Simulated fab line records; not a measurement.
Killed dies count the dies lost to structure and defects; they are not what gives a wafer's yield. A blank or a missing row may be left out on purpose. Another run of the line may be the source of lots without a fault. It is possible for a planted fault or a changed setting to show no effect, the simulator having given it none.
fab line records	flow nandHarc
[record] lots = 24	wafers = 72	lastDay = 24
route steps=1159 shown P_STI@87 P_GATE@132
lots untouched by any fault: they come from a run of this same line in which no faults occurred
startH: hours from the record's opening day to when the first of the lot's shown wafers began	waitH: hours since the lot's step before	" identical to the entry in the row above	L1.1+2: a row that stands for several wafers	- value missing, or start not given	* or withheld: withheld	< > ~ a bound
route shown NAME@n: NAME is a module with steps in the file, n the number in the route of the first one	usual: the fault-free wafers' mean and standard deviation	same: alike in all rows	chamber/n: place in a boat	sites: per-site readings	_std_site: the standard deviation of these	_edge_site: mean of outer sites minus mean of inner sites	radiusMm: how far each site lies from the wafer's centre	mask NAME#n: copy n	behind: the most recent tool/chamber to have shaped the wafer	hold: what put the lot on hold/how long, in hours/how the hold closed	device: the transistor (n, p or np) that didn't switch	end of line: tests of these same wafers at the route's end	step lacking rows: just its recipe	killed: dies lost to structure and defects at the first sort, not the wafer's yield	map: shows each die of a wafer: x if killed, . if not, _ if none is there
set.NAME: the run value of the setting; set.NAME@STEP: its run value at that earlier step	model.NAME: the simulator's own value behind a step, which no gauge read
steps of the route over a sample of lots; a table a step, a row a wafer
services: when a tool's chamber went out of use (startH, in hours from the record's first day, below 0 if earlier), for how many hours, and the reason
[[steps]]
[step NHARC_P_STI_DESCUM_14]
[recipe] timeS = 3	o2FlowSccm = 200	arFlowSccm = 0	biasPowerW = 0	chemistry = O2
[usual] drypumpMotorCurrentA = 5.7/0.48	mfcArSccm = 0.005/0.01	oesProductAu = 0.995/0.014	rfVppV = 58.0/0.92	showerheadPlenumPTorr = 1.96/0.089	throttleValvePct = 11.311/0.0091
lot.wafer	tool	chamber	startH	waitH	drypumpMotorCurrentA	mfcArSccm	oesProductAu	rfHoursCounterH	rfVppV	showerheadPlenumPTorr	throttleValvePct
L074.4	rieDiel-09	3	31.69	-	5.6	0	0.990	4	59.6	2.04	11.318
L074.2	"	2	"	"	6.0	0.022	1.000	4	58.4	1.80	11.297
L074.6	"	0	"	"	5.0	0	0.992	-	57.9	2.01	11.302
L076.1	rieDiel-09	2	43.53	-	6.0	0.022	0.994	5	56.6	1.80	11.309
L076.2	"	0	"	"	4.9	0	1.002	4	58.9	2.01	11.316
L076.6	"	2	"	"	6.0	0.022	0.988	-	57.9	1.80	11.308
L075.3	rieDiel-12	2	43.69	-	5.2	0	1.009	0	57.4	1.97	11.303
L075.1	"	0	"	"	5.3	0	0.982	0	57.1	2.05	11.289
L075.6	"	2	"	"	5.2	0	1.001	-	58.9	1.98	11.305
L077.2	rieDiel-09	0	53.18	-	4.9	0	0.994	5	57.4	2.01	11.309
L077.4	"	1	"	"	6.1	0	0.986	4	57.6	1.80	11.316
L077.5	"	1	"	"	6.1	0	0.993	-	57.0	1.80	11.300
L078.1	rieDiel-09	2	60.23	-	6.0	0.022	0.998	5	58.2	1.80	11.319
L078.5	"	2	"	"	6.0	0.022	0.997	-	57.0	1.80	11.295
L078.6	"	3	"	"	5.7	0	0.983	-	58.5	2.04	11.325
L079.1	rieDiel-05	1	65.40	-	6.7	0.004	1.020	4	57.7	2.05	11.322
L079.6	"	3	"	"	5.7	0	0.980	-	58.1	1.93	11.310
L079.4	"	1	"	"	6.7	0.004	1.024	-	57.5	2.05	11.310
L080.2	rieDiel-05	3	72.75	-	5.7	0	0.983	5	55.8	1.93	11.302
L080.1	"	0	"	"	5.5	0.034	0.988	5	59.0	2.00	11.333
L080.4	"	0	"	"	5.5	0.034	0.994	-	58.5	2.00	11.316
L081.2	rieDiel-12	2	80.68	-	5.2	0	0.998	1	58.5	1.97	11.312
L081.4	"	3	"	"	5.3	0.003	0.986	1	57.6	1.98	11.324
L081.6	"	2	"	"	5.2	0	0.999	-	57.8	1.98	11.303
L082.4	rieDiel-05	0	80.85	-	5.5	0.034	0.989	6	58.7	2.00	11.306
L082.6	"	1	"	"	6.7	0.004	1.021	-	58.8	2.05	11.305
L082.5	"	2	"	"	5.3	0	0.995	-	57.9	1.88	11.319
L083.2	rieDiel-09	2	89.29	-	6.0	0.022	0.997	0	58.9	1.80	11.323
L083.6	"	1	"	"	6.1	0	1.004	-	56.3	1.80	11.318
L083.5	"	2	"	"	6.0	0.022	1.008	-	55.5	1.80	11.294
L084.2	rieDiel-09	1	95.12	-	6.1	0	1.011	0	58.0	1.80	11.309
L084.3	"	2	"	"	6.0	0.022	1.004	0	56.7	1.80	11.314
L084.5	"	2	"	"	6.0	0.022	1.002	-	56.5	1.80	11.301
L085.3	rieDiel-09	1	101.39	-	6.1	0	1.005	1	55.1	1.80	11.324
L085.2	"	2	"	"	6.0	0.022	0.992	1	56.9	1.80	11.313
L085.5	"	2	"	"	6.0	0.022	1.002	-	57.2	1.80	11.320
L087.1	rieDiel-05	0	109.29	-	5.5	0.034	0.998	8	58.2	2.00	11.308
L087.5	"	3	"	"	5.7	0	0.982	-	56.3	1.93	11.316
L087.6	"	0	"	"	5.5	0.034	0.986	-	57.4	2.00	11.308
L086.1	rieDiel-12	1	109.42	-	6.2	0	0.994	2	58.5	2.04	11.321
L086.2	"	0	"	"	5.4	0	0.975	2	59.1	2.05	11.318
L086.5	"	2	"	"	5.2	0	0.992	-	56.4	1.98	11.304
L088.3	rieDiel-12	3	122.01	-	5.3	0.003	0.968	2	57.4	1.98	11.299
L088.1	"	0	"	"	5.3	0	0.990	2	58.5	2.05	11.313
L088.6	"	2	"	"	5.2	0	0.994	-	57.7	1.98	11.304
L089.2	rieDiel-12	0	125.37	-	5.3	0	0.977	2	59.2	2.05	11.304
L089.5	"	3	"	"	5.3	0.003	0.980	-	58.9	1.98	11.326
L089.6	"	0	"	"	5.3	0	0.990	-	57.2	2.05	11.311
L090.2	rieDiel-12	3	131.35	-	5.3	0.003	0.963	2	59.1	1.98	11.313
L090.4	"	3	"	"	5.3	0.003	0.963	-	56.3	1.98	11.333
L090.5	"	1	"	"	6.2	0	0.989	-	58.6	2.03	11.308
L091.2	rieDiel-09	0	137.22	-	5.0	0	1.009	2	57.1	2.01	11.302
L091.4	"	3	"	"	5.6	0	0.974	1	59.2	2.04	11.298
L091.6	"	1	"	"	6.1	0	1.000	-	55.2	1.80	11.315
L092.4	rieDiel-05	2	144.53	-	5.3	0	1.006	9	57.5	1.87	11.304
L092.2	"	0	"	"	5.5	0.034	0.986	10	58.7	2.00	11.311
L092.6	"	3	"	"	5.7	0	0.998	-	57.4	1.93	11.316
L093.1	rieDiel-09	2	152.72	-	6.0	0.022	0.999	2	58.1	1.80	11.300
L093.2	"	0	"	"	5.0	0	1.021	2	56.3	2.01	11.309
L093.6	"	2	"	"	6.0	0.022	1.002	-	57.0	1.80	11.309
L094.2	rieDiel-12	0	152.76	-	5.4	0	0.995	2	59.0	2.05	11.316
L094.6	"	3	"	"	5.3	0.003	0.976	-	59.5	1.98	11.314
L094.5	"	0	"	"	5.4	0	0.995	-	58.4	2.05	11.303
L095.1	rieDiel-05	1	161.62	-	6.7	0.004	1.008	12	58.2	2.05	11.321
L095.3	"	3	"	"	5.7	0	0.995	12	57.0	1.93	11.316
L095.6	"	2	"	"	5.3	0	0.996	-	58.1	1.87	11.302
L096.1	rieDiel-12	3	167.07	-	5.3	0.003	0.969	3	58.3	1.98	11.322
L096.4	"	0	"	"	5.3	0	0.989	3	59.4	2.05	11.316
L096.5	"	3	"	"	5.3	0.003	0.975	-	58.0	1.98	11.303
L097.4	rieDiel-05	0	173.11	-	5.5	0.034	0.997	0	57.4	2.00	11.307
L097.3	"	1	"	"	6.7	0.004	1.001	0	57.4	2.05	11.314
L097.6	"	3	"	"	5.7	0	0.998	-	57.7	1.93	11.302
[step NHARC_P_GATE_DEP_103]
[recipe] targetThkA = 300	targetThkNm = 30	tempC = 400	flowSccm = 200	rfW = 350	material = SiON
[usual] heaterPowerW = 702/120
lot.wafer	tool	chamber	startH	waitH	heaterPowerW
L074.2	pecvd-01	1	81.44	0.5	777
L074.4	"	2	"	"	499
L074.6	"	0	"	"	701
L075.1	pecvd-04	2	96.67	0.6	904
L075.3	"	1	"	"	695
L075.6	"	1	"	"	696
L076.2	pecvd-01	1	97.12	0.5	675
L076.1	"	2	"	"	518
L076.6	"	2	"	"	532
L077.2	pecvd-04	2	109.53	0.4	792
L077.4	"	0	"	"	604
L077.5	"	1	"	"	712
L079.1	pecvd-02	0	111.68	0.6	812
L079.6	"	1	"	"	887
L079.4	"	2	"	"	610
L078.1	pecvd-01	1	112.09	0.6	820
L078.6	"	2	"	"	495
L078.5	"	0	"	"	776
L080.1	pecvd-02	0	123.72	0.6	754
L080.2	"	1	"	"	786
L080.4	"	2	"	"	594
L081.2	pecvd-01	0	131.43	0.5	715
L081.4	"	2	"	"	533
L081.6	"	1	"	"	690
L082.6	pecvd-02	1	131.50	0.1	750
L082.5	"	2	"	"	653
L082.4	"	0	"	"	649
L083.2	pecvd-02	0	143.53	0.5	785
L083.6	"	2	"	"	549
L083.5	"	1	"	"	778
L084.3	pecvd-04	1	147.88	0.3	651
L084.2	"	0	"	"	539
L084.5	"	0	"	"	542
L087.1	pecvd-04	2	164.69	0.6	799
L087.6	"	1	"	"	630
L087.5	"	0	"	"	633
L086.2	pecvd-01	0	164.72	0.5	776
L086.1	"	2	"	"	514
L086.5	"	0	"	"	810
L085.3	pecvd-04	2	165.33	0.4	902
L085.2	"	0	"	"	639
L085.5	"	0	"	"	634
L088.3	pecvd-02	0	175.68	0.5	717
L088.1	"	1	"	"	823
L088.6	"	0	"	"	733
L089.2	pecvd-04	1	175.70	0.6	731
L089.6	"	0	"	"	618
L089.5	"	1	"	"	718
L091.2	pecvd-01	0	182.78	0.4	744
L091.4	"	0	"	"	725
L091.6	"	1	"	"	798
L090.2	pecvd-01	1	183.54	0.6	809
L090.4	"	1	"	"	811
L090.5	"	2	"	"	579
L092.2	pecvd-01	0	195.79	0.5	727
L092.4	"	2	"	"	597
L092.6	"	1	"	"	793
L093.1	pecvd-02	2	210.59	0.6	594
L093.2	"	0	"	"	763
L093.6	"	0	"	"	759
L094.2	pecvd-01	1	211.25	0.5	782
L094.6	"	0	"	"	715
L094.5	"	1	"	"	749
L095.3	pecvd-04	0	215.63	0.3	606
L095.1	"	1	"	"	651
L095.6	"	1	"	"	657
L096.1	pecvd-04	0	219.95	0.6	672
L096.4	"	1	"	"	654
L096.5	"	2	"	"	977
L097.3	pecvd-02	1	219.96	0.4	742
L097.4	"	1	"	"	761
L097.6	"	0	"	"	715
[step NHARC_P_GATE_ETCH_32]
[recipe] targetDepthA = 1500	overEtchFrac = 1	overEtchIonEnergyEv = 40	timeS = 100.1	hbrFlowSccm = 150	cl2FlowSccm = 50	rfW = 400	icpW = 400	biasW = 100	chemistry = HBr/Cl2
[usual] drypumpMotorCurrentA = 5.8/0.5	oesProductAu = 0.997/0.014	throttleValvePct = 26.407/0.009
[same] overEtchFrac = 1
lot.wafer	tool	chamber	startH	waitH	drypumpMotorCurrentA	oesProductAu	rfHoursCounterH	throttleValvePct
L074.2	rieSi-01	2	82.66	-	5.4	0.997	1.4	26.414
L074.6	"	1	"	"	5.5	1.002	-	26.403
L074.4	"	2	"	"	5.4	0.993	-	26.420
L075.1	rieSi-01	2	98.39	-	5.4	0.981	1.5	26.391
L075.3	"	3	"	"	5.8	0.989	1.3	26.393
L075.6	"	2	"	"	5.4	0.995	-	26.408
L076.1	rieSi-05	3	98.44	-	5.1	0.992	0.3	26.413
L076.2	"	0	"	"	6.1	0.971	0.2	26.401
L076.6	"	0	"	"	6.1	0.972	-	26.406
L077.4	rieSi-05	0	110.89	-	6.1	0.977	0.4	26.398
L077.2	"	2	"	"	5.5	0.989	0.4	26.413
L077.5	"	1	"	"	5.9	1.003	-	26.418
L079.1	rieSi-04	0	112.90	-	6.6	0.998	0.0	26.399
L079.4	"	1	"	"	6.6	1.002	0.0	26.394
L079.6	"	3	"	"	5.9	1.000	-	26.427
L078.1	rieSi-05	3	113.65	-	5.1	0.996	0.5	26.405
L078.5	"	2	"	"	5.5	0.992	-	26.402
L078.6	"	3	"	"	5.1	0.989	-	26.403
L080.4	rieSi-05	0	125.60	-	6.1	0.990	0.6	26.417
L080.1	"	1	"	"	5.9	1.005	0.4	26.393
L080.2	"	3	"	"	5.1	0.999	0.6	26.405
L081.4	rieSi-04	0	133.38	-	6.6	1.001	0.3	26.405
L081.2	"	2	"	"	4.7	1.016	0.2	26.410
L081.6	"	0	"	"	6.5	0.989	-	26.416
L082.4	rieSi-04	1	134.63	-	6.6	0.993	0.3	26.396
L082.5	"	1	"	"	6.6	0.994	-	26.417
L082.6	"	2	"	"	4.7	1.028	-	26.417
L083.2	rieSi-04	2	145.04	-	4.7	1.021	0.5	26.409
L083.6	"	3	"	"	5.9	0.999	-	26.402
L083.5	"	0	"	"	6.6	0.987	-	26.396
L084.2	rieSi-01	0	149.13	-	6.1	1.016	0.1	26.413
L084.3	"	1	"	"	5.5	1.011	0.1	26.410
L084.5	"	3	"	"	5.8	0.978	-	26.404
L087.1	rieSi-01	0	165.94	-	6.1	1.021	0.2	26.402
L087.6	"	3	"	"	5.7	0.993	-	26.419
L087.5	"	0	"	"	6.1	1.013	-	26.406
L086.2	rieSi-05	0	166.12	-	6.1	0.990	0.9	26.412
L086.1	"	1	"	"	5.9	0.996	0.8	26.398
L086.5	"	3	"	"	5.1	0.997	-	26.406
L085.3	rieSi-04	1	166.74	-	6.6	0.987	0.6	26.402
L085.2	"	2	"	"	4.7	1.027	0.7	26.410
L085.5	"	1	"	"	6.6	0.995	-	26.407
L089.2	rieSi-01	3	177.22	-	5.8	0.969	0.3	26.411
L089.5	"	3	"	"	5.8	0.982	-	26.394
L089.6	"	1	"	"	5.5	1.000	-	26.422
L088.1	rieSi-05	1	177.51	-	5.9	0.991	0.9	26.410
L088.3	"	2	"	"	5.5	1.008	1.0	26.399
L088.6	"	1	"	"	5.9	0.999	-	26.415
L091.2	rieSi-01	1	184.01	-	5.5	1.019	0.4	26.400
L091.4	"	0	"	"	6.2	1.013	0.5	26.403
L091.6	"	2	"	"	5.4	0.991	-	26.407
L090.4	rieSi-04	0	184.86	-	6.6	0.996	0.9	26.403
L090.2	"	1	"	"	6.6	0.986	0.8	26.405
L090.5	"	3	"	"	5.9	1.013	-	26.406
L092.4	rieSi-05	3	197.17	-	5.0	0.992	1.2	26.401
L092.2	"	0	"	"	6.1	0.978	1.2	26.394
L092.6	"	3	"	"	5.0	1.001	-	26.400
L093.1	rieSi-01	3	211.93	-	5.8	0.971	0.6	26.401
L093.2	"	1	"	"	5.5	1.011	0.6	26.416
L093.6	"	3	"	"	5.7	0.969	-	26.409
L094.2	rieSi-05	3	212.45	-	5.1	0.995	1.3	26.411
L094.6	"	1	"	"	5.9	1.000	-	26.397
L094.5	"	2	"	"	5.6	1.000	-	26.422
L095.1	rieSi-05	2	217.01	-	5.5	0.995	1.3	26.399
L095.3	"	3	"	"	5.1	0.982	1.4	26.393
L095.6	"	0	"	"	6.1	0.977	-	26.405
L096.1	rieSi-01	1	221.31	-	5.5	1.013	0.7	26.430
L096.4	"	2	"	"	5.4	0.989	0.7	26.428
L096.5	"	0	"	"	6.2	1.016	-	26.411
L097.3	rieSi-05	3	221.44	-	5.1	0.994	1.4	26.393
L097.4	"	1	"	"	5.9	1.003	1.3	26.426
L097.6	"	3	"	"	5.0	0.993	-	26.406
[step NHARC_P_GATE_DESCUM_48]
[recipe] timeS = 3	o2FlowSccm = 200	arFlowSccm = 0	biasPowerW = 0	chemistry = O2
[usual] drypumpMotorCurrentA = 5.7/0.33	mfcArSccm = 0.006/0.0082	oesProductAu = 0.997/0.013	rfVppV = 57.7/0.92	showerheadPlenumPTorr = 1.91/0.088	throttleValvePct = 11.311/0.0084
lot.wafer	tool	chamber	startH	waitH	drypumpMotorCurrentA	mfcArSccm	oesProductAu	rfHoursCounterH	rfVppV	showerheadPlenumPTorr	throttleValvePct
L074.2	rieDiel-08	2	94.27	-	5.1	0.009	1.002	25	57.8	1.94	11.315
L074.4	"	1	"	"	5.9	0	1.010	25	57.8	1.93	11.316
L074.6	"	2	"	"	5.1	0.009	1.023	-	59.5	1.94	11.327
L075.3	rieDiel-07	3	109.74	-	5.7	0.014	1.029	21	58.3	1.97	11.311
L075.1	"	0	"	"	5.3	0.003	0.998	23	60.2	2.04	11.319
L075.6	"	3	"	"	5.7	0.014	1.024	-	58.9	1.97	11.304
L076.1	rieDiel-08	1	109.96	-	5.9	0	0.990	30	58.2	1.93	11.305
L076.2	"	2	"	"	5.1	0.009	1.010	29	58.1	1.94	11.322
L076.6	"	1	"	"	5.8	0	0.997	-	58.6	1.93	11.308
L077.2	rieDiel-08	0	122.54	-	5.6	0.022	0.993	34	57.5	1.96	11.317
L077.4	"	1	"	"	5.9	0	0.999	32	57.5	1.93	11.324
L077.5	"	1	"	"	5.9	0	0.995	-	57.5	1.93	11.303
L079.1	rieDiel-13	2	124.41	-	5.4	0.007	0.982	3	58.2	1.90	11.316
L079.4	"	0	"	"	5.9	0	0.975	3	57.8	1.79	11.300
L079.6	"	2	"	"	5.4	0.007	0.988	-	57.6	1.90	11.301
L078.1	rieDiel-13	3	125.01	-	5.5	0	1.015	3	57.3	1.80	11.317
L078.5	"	3	"	"	5.5	0	1.005	-	58.6	1.80	11.316
L078.6	"	0	"	"	5.9	0	0.995	-	58.8	1.79	11.300
L080.1	rieDiel-13	0	137.26	-	5.9	0	0.995	7	58.7	1.79	11.311
L080.4	"	2	"	"	5.3	0.007	0.981	8	58.2	1.90	11.318
L080.2	"	3	"	"	5.5	0	1.002	8	56.4	1.80	11.300
L081.4	rieDiel-13	3	145.21	-	5.5	0	0.992	10	57.2	1.80	11.320
L081.2	"	2	"	"	5.3	0.007	0.975	10	56.5	1.90	11.308
L081.6	"	3	"	"	5.5	0	0.988	-	58.2	1.79	11.304
L082.4	rieDiel-13	1	146.10	-	6.1	0	0.996	10	56.6	1.93	11.308
L082.5	"	3	"	"	5.5	0	1.008	-	56.3	1.79	11.294
L082.6	"	0	"	"	5.9	0	0.998	-	58.1	1.78	11.303
L083.2	rieDiel-07	2	156.57	-	6.3	0.024	0.989	36	56.5	1.77	11.314
L083.5	"	1	"	"	5.9	0	0.993	-	57.5	1.95	11.314
L083.6	"	2	"	"	6.3	0.024	0.995	-	56.3	1.77	11.317
L084.2	rieDiel-07	1	160.61	-	5.9	0	0.997	31	57.5	1.95	11.320
L084.3	"	2	"	"	6.3	0.024	1.004	38	57.1	1.77	11.310
L084.5	"	0	"	"	5.3	0.003	1.001	-	58.8	2.03	11.312
L087.1	rieDiel-13	2	177.46	-	5.4	0.007	1.000	23	56.4	1.90	11.320
L087.6	"	1	"	"	6.1	0	0.994	-	57.8	1.93	11.299
L087.5	"	2	"	"	5.3	0.007	0.999	-	57.5	1.90	11.306
L086.1	rieDiel-13	0	177.63	-	5.9	0	0.999	24	58.1	1.78	11.295
L086.2	"	1	"	"	6.1	0	1.001	24	57.9	1.93	11.317
L086.5	"	0	"	"	5.9	0	1.008	-	55.8	1.78	11.311
L085.2	rieDiel-07	0	178.14	-	5.3	0.003	0.986	41	59.4	2.03	11.300
L085.3	"	1	"	"	5.8	0	0.987	38	58.3	1.95	11.302
L085.5	"	3	"	"	5.7	0.014	1.028	-	59.5	1.97	11.319
L089.2	rieDiel-13	1	188.68	-	6.1	0	0.993	29	58.0	1.93	11.319
L089.5	"	2	"	"	5.3	0.007	1.004	-	58.6	1.89	11.297
L089.6	"	3	"	"	5.5	0	0.982	-	58.5	1.79	11.323
L088.1	rieDiel-08	0	191.09	-	5.7	0.022	0.986	13	57.2	1.95	11.311
L088.3	"	1	"	"	5.9	0	0.963	12	57.5	1.92	11.311
L088.6	"	0	"	"	5.7	0.022	0.988	-	57.3	1.95	11.313
L091.2	rieDiel-07	2	195.54	-	6.3	0.024	0.989	50	57.6	1.76	11.307
L091.4	"	1	"	"	5.9	0	0.994	45	57.3	1.94	11.314
L091.6	"	2	"	"	6.3	0.024	0.991	-	58.8	1.76	11.314
L090.2	rieDiel-08	3	196.11	-	5.4	0	1.010	15	60.0	2.06	11.317
L090.5	"	3	"	"	5.4	0	1.020	-	58.4	2.06	11.320
L090.4	"	0	"	"	5.7	0.022	0.978	-	56.9	1.95	11.312
L092.2	rieDiel-13	3	208.52	-	5.5	0	1.009	36	56.6	1.79	11.299
L092.4	"	1	"	"	6.1	0	0.994	38	57.0	1.92	11.306
L092.6	"	3	"	"	5.5	0	1.000	-	57.4	1.79	11.319
L094.2	rieDiel-08	1	223.97	-	5.9	0	0.979	17	56.2	1.92	11.294
L094.6	"	3	"	"	5.5	0	1.006	-	58.1	2.05	11.327
L094.5	"	0	"	"	5.6	0.022	0.991	-	59.1	1.95	11.322
L093.2	rieDiel-08	1	225.34	-	5.8	0	0.978	18	56.3	1.92	11.299
L093.1	"	3	"	"	5.4	0	1.000	21	58.2	2.05	11.312
L093.6	"	2	"	"	5.1	0.009	1.016	-	58.3	1.93	11.313
L095.1	rieDiel-08	2	228.50	-	5.1	0.009	1.005	18	57.5	1.93	11.312
L095.3	"	0	"	"	5.7	0.022	0.991	19	58.6	1.95	11.320
L095.6	"	2	"	"	5.1	0.009	1.012	-	57.9	1.93	11.305
L096.1	rieDiel-08	0	233.13	-	5.6	0.022	1.000	20	58.4	1.95	11.316
L096.4	"	2	"	"	5.1	0.009	1.022	19	56.3	1.93	11.322
L096.5	"	3	"	"	5.4	0	0.997	-	59.0	2.05	11.309
L097.3	rieDiel-13	1	233.29	-	6.1	0	1.003	48	57.2	1.92	11.308
L097.4	"	2	"	"	5.3	0.007	0.991	48	56.8	1.89	11.317
L097.6	"	1	"	"	6.1	0	1.004	-	56.8	1.92	11.321
[step NHARC_P_GATE_STRIP_76]
[recipe] powerW = 1500	tempC = 250	chemistry = O2
[usual] drypumpMotorCurrentA = 5.7/0.33	heaterPowerW = 353/33
lot.wafer	tool	chamber	startH	waitH	drypumpMotorCurrentA	heaterPowerW	rfHoursCounterH
L074.2	plasmaAsher-02	0	97.18	0.2	5.3	342	27
L074.4	"	1	"	"	5.5	343	-
L074.6	"	0	"	"	5.3	333	-
L075.1	plasmaAsher-02	1	112.07	0.2	5.5	357	33
L075.3	"	1	"	"	5.5	357	-
L075.6	"	0	"	"	5.3	335	-
L076.2	plasmaAsher-02	1	112.49	0.2	5.5	344	33
L076.1	"	0	"	"	5.2	341	33
L076.6	"	1	"	"	5.4	355	-
L077.2	plasmaAsher-02	1	124.84	0.2	5.4	355	36
L077.4	"	0	"	"	5.3	335	-
L077.5	"	1	"	"	5.5	346	-
L079.1	plasmaAsher-02	1	126.83	0.2	5.4	346	37
L079.4	"	1	"	"	5.4	349	-
L079.6	"	1	"	"	5.4	352	-
L078.1	plasmaAsher-01	0	127.39	0.2	5.9	401	5
L078.5	"	0	"	"	5.9	398	-
L078.6	"	1	"	"	6.1	324	-
L080.2	plasmaAsher-02	1	139.68	0.2	5.5	349	42
L080.1	"	0	"	"	5.2	333	42
L080.4	"	1	"	"	5.5	339	-
L081.2	plasmaAsher-01	1	147.54	0.2	6.1	318	13
L081.4	"	1	"	"	6.1	320	-
L081.6	"	1	"	"	6.1	313	-
L082.4	plasmaAsher-01	0	148.51	0.2	5.9	400	-
L082.5	"	0	"	"	5.9	412	-
L082.6	"	1	"	"	6.1	318	-
L083.2	plasmaAsher-01	1	159.04	0.2	6.1	314	16
L083.5	"	0	"	"	5.9	404	-
L083.6	"	1	"	"	6.1	313	-
L084.2	plasmaAsher-01	0	163.04	0.2	5.9	414	18
L084.3	"	1	"	"	6.0	326	-
L084.5	"	1	"	"	6.0	320	-
L087.1	plasmaAsher-02	1	179.85	0.2	5.4	342	54
L087.5	"	1	"	"	5.5	355	-
L087.6	"	0	"	"	5.3	339	-
L086.1	plasmaAsher-02	1	180.18	0.2	5.5	348	55
L086.2	"	0	"	"	5.2	346	55
L086.5	"	0	"	"	5.3	341	-
L085.2	plasmaAsher-01	1	180.52	0.2	6.1	319	23
L085.3	"	1	"	"	6.1	325	-
L085.5	"	1	"	"	6.0	320	-
L089.2	plasmaAsher-01	0	191.18	0.2	6.0	400	30
L089.6	"	0	"	"	5.9	403	-
L089.5	"	1	"	"	6.1	312	-
L088.1	plasmaAsher-02	0	193.62	0.2	5.2	336	1
L088.3	"	0	"	"	5.3	325	-
L088.6	"	1	"	"	5.5	367	-
L091.2	plasmaAsher-02	1	197.84	0.2	5.4	371	3
L091.4	"	1	"	"	5.5	362	-
L091.6	"	0	"	"	5.2	333	-
L090.2	plasmaAsher-01	1	198.76	0.2	6.1	316	34
L090.4	"	0	"	"	5.9	409	-
L090.5	"	0	"	"	5.9	409	-
L092.2	plasmaAsher-01	0	210.81	0.2	5.9	397	37
L092.4	"	1	"	"	6.0	321	-
L092.6	"	1	"	"	6.1	315	-
L094.2	plasmaAsher-01	0	226.40	0.2	5.9	403	43
L094.5	"	0	"	"	5.9	399	-
L094.6	"	1	"	"	6.1	327	-
L093.1	plasmaAsher-01	0	227.62	0.2	5.9	396	43
L093.2	"	1	"	"	6.1	320	43
L093.6	"	0	"	"	5.9	404	-
L095.1	plasmaAsher-02	0	230.88	0.2	5.2	321	14
L095.3	"	1	"	"	5.5	362	-
L095.6	"	0	"	"	5.2	326	-
L096.1	plasmaAsher-02	0	235.38	0.2	5.3	328	15
L096.4	"	0	"	"	5.2	332	-
L096.5	"	1	"	"	5.4	377	-
L097.4	plasmaAsher-01	1	235.69	0.2	6.1	314	-
L097.3	"	0	"	"	5.9	405	-
L097.6	"	0	"	"	5.9	398	-
[step NHARC_P_GATE_INSPECT_68]
[usual] rawDefectCount = 211/78
lot.wafer	tool	chamber	startH	waitH	rawDefectCount
L074.2	defectInspect-01	-	101.17	0.1	294
L074.4	"	-	"	"	155
L074.6	"	-	"	"	212
L075.1	defectInspect-01	-	116.41	0.2	151
L075.3	"	-	"	"	116
L075.6	"	-	"	"	141
L076.1	defectInspect-01	-	116.75	0.2	202
L076.2	"	-	"	"	195
L076.6	"	-	"	"	224
L077.2	defectInspect-01	-	128.90	0.1	283
L077.4	"	-	"	"	166
L077.5	"	-	"	"	126
L079.1	defectInspect-02	-	131.13	0.2	401
L079.4	"	-	"	"	232
L079.6	"	-	"	"	253
L078.1	defectInspect-01	-	131.80	0.2	229
L078.5	"	-	"	"	203
L078.6	"	-	"	"	211
L080.1	defectInspect-01	-	143.69	0.2	177
L080.2	"	-	"	"	147
L080.4	"	-	"	"	180
L081.2	defectInspect-01	-	151.81	0.1	273
L081.4	"	-	"	"	251
L081.6	"	-	"	"	315
L082.4	defectInspect-02	-	152.87	0.1	272
L082.5	"	-	"	"	413
L082.6	"	-	"	"	306
L083.2	defectInspect-01	-	163.32	0.1	197
L083.5	"	-	"	"	120
L083.6	"	-	"	"	122
L084.2	defectInspect-01	-	167.46	0.1	261
L084.3	"	-	"	"	238
L084.5	"	-	"	"	221
L087.1	defectInspect-01	-	183.87	0.2	247
L087.5	"	-	"	"	322
L087.6	"	-	"	"	381
L086.1	defectInspect-01	-	184.51	0.2	183
L086.2	"	-	"	"	98
L086.5	"	-	"	"	116
L085.2	defectInspect-02	-	184.80	0.1	171
L085.3	"	-	"	"	172
L085.5	"	-	"	"	197
L089.2	defectInspect-01	-	195.20	0.1	198
L089.5	"	-	"	"	249
L089.6	"	-	"	"	297
L088.1	defectInspect-02	-	197.52	0.2	134
L088.3	"	-	"	"	147
L088.6	"	-	"	"	157
L091.2	defectInspect-01	-	201.86	0.1	150
L091.4	"	-	"	"	151
L091.6	"	-	"	"	155
L090.2	defectInspect-01	-	203.02	0.3	215
L090.4	"	-	"	"	160
L090.5	"	-	"	"	141
L092.2	defectInspect-01	-	214.80	0.1	212
L092.4	"	-	"	"	163
L092.6	"	-	"	"	199
L094.2	defectInspect-02	-	230.42	0.2	202
L094.5	"	-	"	"	189
L094.6	"	-	"	"	105
L093.1	defectInspect-01	-	231.62	0.2	296
L093.2	"	-	"	"	344
L093.6	"	-	"	"	454
L095.1	defectInspect-01	-	234.86	0.2	145
L095.3	"	-	"	"	240
L095.6	"	-	"	"	198
L096.1	defectInspect-02	-	239.44	0.2	256
L096.4	"	-	"	"	176
L096.5	"	-	"	"	162
L097.3	defectInspect-02	-	239.89	0.1	152
L097.4	"	-	"	"	114
L097.6	"	-	"	"	206
[[services]]
tool	chamber	startH	hours	kind
pecvd-04	-	14.00	13.0	pm
rieDiel-13	0	18.58	6.1	repair
rieDiel-13	1	20.05	4.6	repair
rieDiel-12	-	25.43	9.0	pm
pecvd-01	0	47.50	4.2	repair
pecvd-01	-	56.00	13.0	pm
rieSi-05	1	61.22	12.1	repair
rieSi-05	-	62.00	9.0	pm
rieDiel-09	-	77.10	9.0	pm
rieDiel-13	-	99.08	9.0	pm
plasmaAsher-01	-	99.40	9.0	pm
rieDiel-09	3	100.99	4.0	repair
plasmaAsher-01	-	119.60	1.0	repair
rieDiel-08	-	124.80	9.0	pm
rieDiel-09	3	158.63	4.4	repair
rieDiel-13	1	168.66	1.4	repair
pecvd-01	-	175.13	0.7	repair
plasmaAsher-02	-	183.10	9.0	pm
rieSi-05	1	186.36	5.7	repair
rieDiel-09	0	188.86	5.0	repair
rieDiel-08	2	191.22	9.6	repair
plasmaAsher-01	-	197.43	0.5	repair
rieDiel-09	0	213.18	11.1	repair
rieDiel-13	3	218.18	5.8	repair
[[key]]
fault none
